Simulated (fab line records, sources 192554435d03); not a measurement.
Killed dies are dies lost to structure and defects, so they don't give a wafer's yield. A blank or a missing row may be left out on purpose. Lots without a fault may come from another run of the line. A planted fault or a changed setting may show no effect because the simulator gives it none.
fab line records | flow n5_finfet
record lots=11 wafers=32 last_day=17
route steps=1938 shown DUMMY_REMOVAL@377 HKMG_FIN@409 PASSIVATION@1936
lots that met no fault: from a run of the same line without faults
start_h: hours from the record's first day to the start of the lot's first wafer shown | wait_h: hours since the lot's step before | " the same as in the row above | L1.1+2: a row that stands for several wafers | - no value, or no start given | * or withheld: withheld | < > ~ a bound
route shown NAME@n: a module of which the file shows steps, and the number in the route of the first | usual: mean/standard deviation of fault-free wafers | same: alike in all rows | chamber/n: place in a boat | sites: the reading at each site | _std_site: their standard deviation | _edge_site: outer sites' mean less inner sites' | radius_mm: how far each site lies from the wafer's centre | mask NAME#n: copy n | behind: the tool/chamber that last shaped the wafer | hold: why the lot was held/for how many hours/how that ended | device: the transistor (n, p or np) that didn't switch | end of line: the same wafers' tests at the end of the route | a step without rows: its recipe alone | killed: dies lost to structure and defects at the first sort, not the wafer's yield | map: a wafer's dies, x killed, . not, _ none there
set.NAME: the setting as run; set.NAME@STEP: as run at that earlier step | model.NAME: the simulator's own value behind a step, which no gauge read
steps of the route over a sample of lots; a table a step, a row a wafer
services: from which hour (start_h, from the record's first day; less than 0 if before it) a tool's chamber was out of use, for how many hours, and why
## steps
# step N5_DUMMY_REMOVAL_HM_STRIP_01
# recipe chemistry=CH3F/O2 material=SiNx target_depth_a=40 stop_on=poly-Si time_s=6.8 over_etch_frac=0.3 ion_energy_ev=60 power_w=410 bias_w=29 Ar_flow_sccm=150 CH3F_flow_sccm=30 O2_flow_sccm=20
# usual CH3F_flow_sccm=29.99/0.098 drypump_motor_current_A=5.7/0.38 oes_product_au=0.66/0.061 rf_vpp_V=127.6/1 showerhead_plenum_p_Torr=2.02/0.081 throttle_valve_pct=16.26/0.25
# columns lot.wafer tool chamber start_h wait_h CH3F_flow_sccm drypump_motor_current_A oes_product_au rf_hours_counter_h rf_vpp_V showerhead_plenum_p_Torr throttle_valve_pct
L813.1 rie_diel-04 0 83.96 0.0 30.10 5.7 0.56 240 127.0 1.96 16.32
L813.2 " 1 " " 29.94 5.5 0.59 176 127.3 2.00 16.38
L813.3 " 2 " " 30.07 5.3 0.69 63 127.8 1.94 16.34
L814.2 rie_diel-04 0 90.23 0.0 29.96 5.6 0.56 242 126.9 1.96 16.35
L814.3 " 1 " " 30.07 5.5 0.59 178 126.3 2.00 16.39
L814.6 " 0 " " 29.98 5.6 0.57 - 125.9 1.96 16.35
L815.2 rie_diel-02 1 96.36 0.0 29.99 5.6 0.77 19 127.8 2.13 15.94
L815.3 " 2 " " 29.96 6.5 0.68 54 126.8 1.94 16.54
L815.5 " 1 " " 29.87 5.6 0.77 - 130.3 2.13 15.95
L817.2 rie_diel-06 3 104.94 0.1 30.06 5.6 0.62 139 127.2 2.08 16.21
L817.3 " 0 " " 29.96 5.6 0.60 175 124.5 1.91 16.39
L817.6 " 1 " " 30.00 6.2 0.72 - 127.0 1.96 15.95
L820.1 rie_diel-06 3 124.99 0.2 29.83 5.6 0.63 145 128.6 2.07 16.21
L820.3 " 2 " " 30.11 6.0 0.69 64 128.9 2.11 16.08
L820.6 " 2 " " 30.01 6.0 0.70 - 128.0 2.11 16.08
L827.3 rie_diel-04 3 168.33 0.0 30.05 6.0 0.74 19 128.4 2.04 16.29
L827.4 " 0 " " 30.24 5.6 0.76 10 126.7 1.95 15.94
L827.6 " 0 " " 30.06 5.6 0.77 - 127.7 1.95 15.91
L829.1 rie_diel-06 1 180.80 0.0 30.02 6.2 0.70 51 127.2 1.95 16.00
L829.2 " 0 " " 29.77 5.6 0.59 198 127.5 1.90 16.44
L829.6 " 2 " " 30.01 6.0 0.67 - 128.0 2.11 16.11
L831.1 rie_diel-04 3 195.25 0.1 29.97 6.0 0.72 28 128.2 2.03 16.31
L831.5 " 2 " " 29.97 5.4 0.66 - 127.8 1.93 16.39
L831.6 " 1 " " 29.85 5.5 0.57 - 126.5 1.99 16.45
L832.2 rie_diel-04 0 197.48 0.0 29.98 5.6 0.74 18 126.7 1.95 15.94
L832.3 " 3 " " 30.13 6.0 0.73 28 128.4 2.03 16.29
L832.5 " 2 " " 29.89 5.3 0.66 - 126.6 1.93 16.38
L833.1 rie_diel-04 3 201.34 0.0 29.84 6.0 0.72 30 127.0 2.03 16.32
L833.5 " 3 " " 30.07 6.0 0.72 - 127.4 2.03 16.33
L834.2 rie_diel-02 0 209.75 0.0 30.02 5.1 0.60 165 126.1 2.10 16.66
L834.3 " 1 " " 29.96 5.6 0.70 54 127.8 2.12 16.01
L834.6 " 3 " " 30.01 5.8 0.66 - 128.7 2.12 15.92
# step N5_HKMG_FIN_STRIP_60
# recipe chemistry=N2/H2 power_w=2500 temp_c=300 h2_frac=0.65 time_s=360 pressure_mtorr=withheld n2_flow_sccm=1750 h2_flow_sccm=3250
# usual drypump_motor_current_A=5.60/0.29 heater_power_w=523/32
# columns lot.wafer tool chamber start_h wait_h drypump_motor_current_A heater_power_w rf_hours_counter_h
L813.1 plasma_asher-02 0 86.43 0.0 5.86 516 93
L813.2 " 1 " " 5.72 484 93
L813.3 " 1 " " 5.72 485 -
L814.2 plasma_asher-02 0 92.85 0.0 5.86 535 95
L814.3 " 1 " " 5.71 499 -
L814.6 " 0 " " 5.91 539 -
L815.2 plasma_asher-02 0 98.93 0.0 5.89 538 96
L815.3 " 0 " " 5.92 536 -
L815.5 " 1 " " 5.70 483 -
L817.2 plasma_asher-02 1 107.57 0.0 5.70 476 98
L817.3 " 1 " " 5.71 491 -
L817.6 " 0 " " 5.87 527 -
L820.1 plasma_asher-01 0 127.56 0.0 5.68 497 47
L820.3 " 1 " " 5.07 556 -
L820.6 " 0 " " 5.70 501 -
L827.3 plasma_asher-01 1 170.97 0.1 5.10 578 -
L827.4 " 0 " " 5.66 510 -
L827.6 " 0 " " 5.65 516 -
L829.1 plasma_asher-02 0 183.55 0.0 5.83 520 113
L829.2 " 1 " " 5.71 484 113
L829.6 " 0 " " 5.85 510 -
L831.1 plasma_asher-01 0 197.71 0.0 5.65 518 61
L831.5 " 1 " " 5.07 575 -
L831.6 " 0 " " 5.67 512 -
L832.2 plasma_asher-02 0 199.99 0.0 5.87 506 116
L832.3 " 0 " " 5.86 538 -
L832.5 " 0 " " 5.86 542 -
L833.1 plasma_asher-01 0 203.82 0.0 5.69 505 63
L833.5 " 1 " " 5.09 567 -
L834.2 plasma_asher-02 0 212.26 0.0 5.82 535 118
L834.3 " 0 " " 5.87 539 -
L834.6 " 1 " " 5.73 490 -
# step N5_HKMG_FIN_ALD_36
# recipe material=TiN target_thk_a=10 temp_c=400 ald_precursor_family=TiCl4 ald_co_reactant=NH3 pulse_time_s=1 purge_time_s=3 co_reactant_purge_time_s=2 co_reactant_pulse_time_s=2 ald_cycles=47 pressure_torr=3
# usual ald_cycles=47/0 heater_power_outer_w=549/33 heater_power_w=880/52 precursor_pulse_height_rel=1.002/0.021
# same co_reactant_purge_time_s=2 purge_time_s=3
# columns lot.wafer tool chamber start_h wait_h ald_cycles heater_power_outer_w heater_power_w precursor_pulse_height_rel
L813.1 ald_metal-03 1 87.68 0.0 47 536 822 1.009
L813.2 " 2 " " 47 536 901 0.997
L813.3 " 3 " " 47 557 987 0.971
L814.2 ald_metal-03 1 94.10 0.0 47 512 814 1.046
L814.3 " 3 " " 47 572 969 1.015
L814.6 " 3 " " 47 570 976 1.019
L815.2 ald_metal-01 0 100.18 0.0 47 559 888 1.028
L815.3 " 3 " " 47 532 899 1.027
L815.5 " 2 " " 47 503 836 0.968
L817.2 ald_metal-01 0 108.83 0.0 47 579 879 0.994
L817.3 " 1 " " 47 553 895 0.987
L817.6 " 2 " " 47 497 862 0.981
L820.1 ald_metal-01 3 128.85 0.0 47 539 873 0.962
L820.3 " 1 " " 47 549 888 1.023
L820.6 " 0 " " 63 570 887 1.019
L827.3 ald_metal-02 2 172.18 0.0 47 530 801 0.989
L827.4 " 1 " " 47 566 842 0.990
L827.6 " 0 " " 47 529 828 1.010
L829.1 ald_metal-03 0 184.84 0.0 47 635 1039 1.010
L829.2 " 3 " " 47 565 978 0.949
L829.6 " 3 " " 47 570 965 1.002
L831.1 ald_metal-01 0 198.96 0.0 47 564 883 0.994
L831.5 " 2 " " 47 501 829 1.008
L831.6 " 1 " " 47 556 884 0.999
L832.2 ald_metal-01 0 201.32 0.0 47 571 884 0.969
L832.3 " 2 " " 47 493 853 0.990
L832.5 " 0 " " 47 567 902 1.017
L833.1 ald_metal-02 1 205.08 0.0 47 550 834 0.994
L833.5 " 3 " " 47 568 848 0.983
L834.2 ald_metal-02 2 213.73 0.0 47 515 811 0.989
L834.3 " 3 " " 47 578 875 1.006
L834.6 " 0 " " 47 548 829 1.020
# step N5_HKMG_FIN_ETCH_32
# recipe chemistry=N2/H2 target=SOC target_depth_a=2400 temp_c=40 time_s=300 ion_energy_ev=200 mask_material=SiARC pressure_mtorr=30 source_w=840 bias_w=150 n2_flow_sccm=200 h2_flow_sccm=200
# usual drypump_motor_current_A=5.7/0.44 oes_product_au=0.81/0.089 rf_vpp_V=523.8/2.3 showerhead_plenum_p_Torr=2.54/0.082 throttle_valve_pct=17.8/0.32
# columns lot.wafer tool chamber start_h wait_h drypump_motor_current_A oes_product_au rf_hours_counter_h rf_vpp_V showerhead_plenum_p_Torr throttle_valve_pct
L813.1 rie_diel-05 0 89.06 0.0 5.6 0.85 38 529.2 2.69 17.3
L813.2 " 1 " " 5.5 0.77 163 523.1 2.53 18.1
L813.3 " 2 " " 6.2 0.70 192 525.7 2.65 18.1
L814.2 rie_diel-01 0 95.80 0.0 5.0 0.89 36 520.9 2.49 17.4
L814.3 " 3 " " 5.2 0.92 19 522.8 2.49 17.7
L814.6 " 0 " " 5.1 0.89 - 521.3 2.49 17.4
L815.2 rie_diel-05 2 101.39 0.0 6.2 0.70 196 526.1 2.64 18.1
L815.3 " 0 " " 5.5 0.84 43 528.5 2.69 17.3
L815.5 " 2 " " 6.2 0.70 - 526.5 2.64 18.1
L817.2 rie_diel-05 2 110.16 0.0 6.2 0.70 198 525.8 2.64 18.1
L817.3 " 3 " " 5.6 0.76 166 522.7 2.54 17.9
L817.6 " 2 " " 6.1 0.70 - 525.5 2.64 18.1
L820.1 rie_diel-01 3 130.58 0.0 5.2 0.88 34 521.7 2.48 17.7
L820.3 " 1 " " 5.6 0.96 14 525.2 2.60 17.5
L820.6 " 2 " " 5.8 0.72 - 523.3 2.54 18.4
L827.3 rie_diel-03 1 173.52 0.0 6.7 0.94 22 521.7 2.48 17.6
L827.4 " 1 " " 6.7 0.94 - 521.8 2.48 17.6
L827.6 " 3 " " 5.6 0.83 - 529.0 2.69 17.9
L829.1 rie_diel-05 0 186.17 0.0 5.5 0.80 69 528.7 2.67 17.4
L829.2 " 1 " " 5.5 0.72 200 522.7 2.51 18.2
L829.6 " 0 " " 5.6 0.80 - 527.0 2.67 17.4
L831.1 rie_diel-03 2 200.17 0.0 5.9 0.87 42 521.5 2.47 17.7
L831.5 " 2 " " 5.9 0.87 - 523.2 2.47 17.7
L831.6 " 1 " " 6.7 0.91 - 522.4 2.48 17.6
L832.2 rie_diel-01 0 202.65 0.0 5.0 0.82 79 521.4 2.47 17.5
L832.3 " 3 " " 5.2 0.84 58 521.6 2.47 17.8
L832.5 " 0 " " 5.0 0.82 - 521.2 2.47 17.5
L833.1 rie_diel-05 0 206.54 0.0 5.6 0.80 75 527.2 2.67 17.4
L833.5 " 3 " " 5.6 0.73 - 523.5 2.52 18.0
L834.2 rie_diel-03 1 215.06 0.0 6.8 0.90 40 521.8 2.47 17.6
L834.3 " 3 " " 5.6 0.81 111 526.0 2.68 18.0
L834.6 " 2 " " 5.9 0.87 - 520.5 2.47 17.7
# step N5_PASSIVATION_PROBE_49
# usual killed_at_M0_to_M3=32/9.7 killed_at_M4_up=14/5.3 killed_at_contacts=11/6 killed_at_front_end=39/14 killed_at_other=3.3/2.7 killed_dies=100/17 killed_open=66/13 killed_short=32/7.4
# same gross_dies=1180 killed_at_back_side=0
# columns lot.wafer tool chamber start_h wait_h killed_at_M0_to_M3 killed_at_M4_up killed_at_contacts killed_at_front_end killed_at_other killed_dies killed_open killed_short
L827.3 prober-02 - 367.95 0.1 28 8 4 31 1 72 44 27
L827.4 prober-02 - 368.00 0.2 27 9 7 41 2 86 49 29
L827.6 prober-02 - 368.10 0.3 28 7 20 26 0 81 59 22
# killed by level:class
L827.3 GATE_CUT:geometric_particle:short=6 BEOL_M3:geometric_particle:open=6 GATE_CUT:geometric_particle:open=5 STI_FIN_REVEAL:geometric_particle:open=5 BEOL_M0_SAQP:geometric_particle:short=5 FIN_SAQP:geometric_particle:short=4 FIN_SAQP:geometric_particle:open=3 BEOL_M0_SAQP:geometric_particle:open=3
L827.4 FIN_SAQP:geometric_particle:open=8 FIN_SAQP:geometric_particle:short=8 BEOL_M0_SAQP:geometric_particle:open=8 HKMG_FIN:area_etch=8 GATE_CUT:geometric_particle:short=6 STARTING-WAFER:geometric_particle:open=5 MOL_CONTACT_COAG:geometric_particle:open=5 BEOL_M3:geometric_particle:open=4
L827.6 MOL_CONTACT_COAG:geometric_particle:open=18 BEOL_M2:geometric_particle:open=7 FIN_SAQP:geometric_particle:short=6 STI_FIN_REVEAL:geometric_particle:open=5 BEOL_M0_SAQP:geometric_particle:short=5 FIN_SAQP:geometric_particle:open=4 BEOL_M0:geometric_particle:open=4 BEOL_M1:geometric_particle:open=3
## services
# columns tool chamber start_h hours kind
rie_diel-04 3 67.02 - clean
rie_diel-04 3 67.02 - consumable_replace:focus_ring
rie_diel-04 3 67.02 34.7 scheduled_down
rie_diel-04 3 67.02 34.7 vent_cycle
rie_diel-05 0 77.23 7.1 repair
rie_diel-02 1 80.37 7.8 repair
rie_diel-02 0 80.68 14.0 repair
plasma_asher-01 - 84.38 1.2 repair
plasma_asher-01 - 88.71 1.4 repair
rie_diel-01 1 94.09 2.9 repair
rie_diel-04 2 97.38 9.7 repair
rie_diel-05 0 122.16 10.0 repair
rie_diel-03 - 128.90 15.6 pm
rie_diel-02 3 139.39 2.0 repair
ald_metal-03 0 141.07 13.3 repair
rie_diel-04 3 146.43 9.5 repair
ald_metal-03 2 157.12 6.8 repair
rie_diel-03 0 168.28 7.7 repair
ald_metal-03 1 177.29 10.4 repair
rie_diel-01 - 178.16 0.7 repair
rie_diel-06 1 181.26 7.0 repair
plasma_asher-02 - 184.82 2.1 repair
rie_diel-06 2 187.71 4.6 repair
rie_diel-05 1 213.01 3.8 repair
## key
first_sign step=N5_HKMG_FIN_ALD_36 reading=ald_cycles direction=up sigmas=99+ usual=* struck=*
effect none on later readings
met_at N5_HKMG_FIN_ALD_36
struck_lots L820
struck_wafers L820.6
tester_left_out L820
not_acting_at N5_DUMMY_REMOVAL_HM_STRIP_01,N5_HKMG_FIN_STRIP_60,N5_HKMG_FIN_ETCH_32
onset_between 108.83 128.85
fault kind=process_parameter_drift tool=ald_metal-01 chamber=- onset_h=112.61 steps=N5_HKMG_FIN_ALD_36 channel=ald_cycles offset=* shape=step end_h=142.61 scope=struck_wafers_only acts_in=* stated=*
# tester_left_out: of these lots the tester's yield and bins aren't shown, on N5 and GAA mostly nor the transistor test; their killed dies are dies lost to structure and defects alone, not to doping, threshold or leakage, so they don't give the yield
